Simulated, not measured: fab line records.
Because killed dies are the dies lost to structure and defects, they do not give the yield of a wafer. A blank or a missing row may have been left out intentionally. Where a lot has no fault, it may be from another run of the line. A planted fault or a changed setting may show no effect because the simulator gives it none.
Chamber matching -- flow n5Finfet -- N5_HKMG_FIN_ETCH_67 on rieDiel-01 has 4 sister chambers
The step etches SOC in N2/H2, stops on TiN, target depth 388.9 nm. 4 wafers are shown with their chamber, then 8 later ones without.

## EACH WAFER AND ITS CHAMBER
wafer,chamber,drypumpMotorCurrentA (A)
L083.1,0,6.4
L083.4,1,5.3
L090.4,2,5.0
L089.2,3,5.3

## WAFERS MISSING THEIR CHAMBER
wafer,drypumpMotorCurrentA (A)
L089.3,4.9
L089.4,5.2
L094.1,6.4
L094.2,5.2
L094.5,5.2
L097.2,6.4
L097.4,4.9
L097.5,5.0

## THE CHAMBER EACH PASSED THROUGH
wafer,from the rows above,in truth
L089.3,2,2
L089.4,can't be placed: 1 or 3 or 2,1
L094.1,0,0
L094.2,can't be placed: 1 or 3 or 2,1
L094.5,can't be placed: 1 or 3 or 2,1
L097.2,0,0
L097.4,2,2
L097.5,2,2
Correctly placed: 5 of 8. From these rows, 3 cannot be placed; in 3 the true chamber is one of the candidates. Wrongly placed: 0.
How it was worked out, from the rows above alone: a wafer's distance from a chamber is the root of the sum, over the readings, of the square of ((its reading less the chamber's mean) divided by the reading's scatter). The wafer belongs to the nearest chamber; if the next one is less than 2 further off, it can't be placed. The mean given for a chamber averages the wafers shown for that chamber. The scatter: root of mean squared gap, hidden wafer to nearest shown wafer, with one shown wafer a chamber.
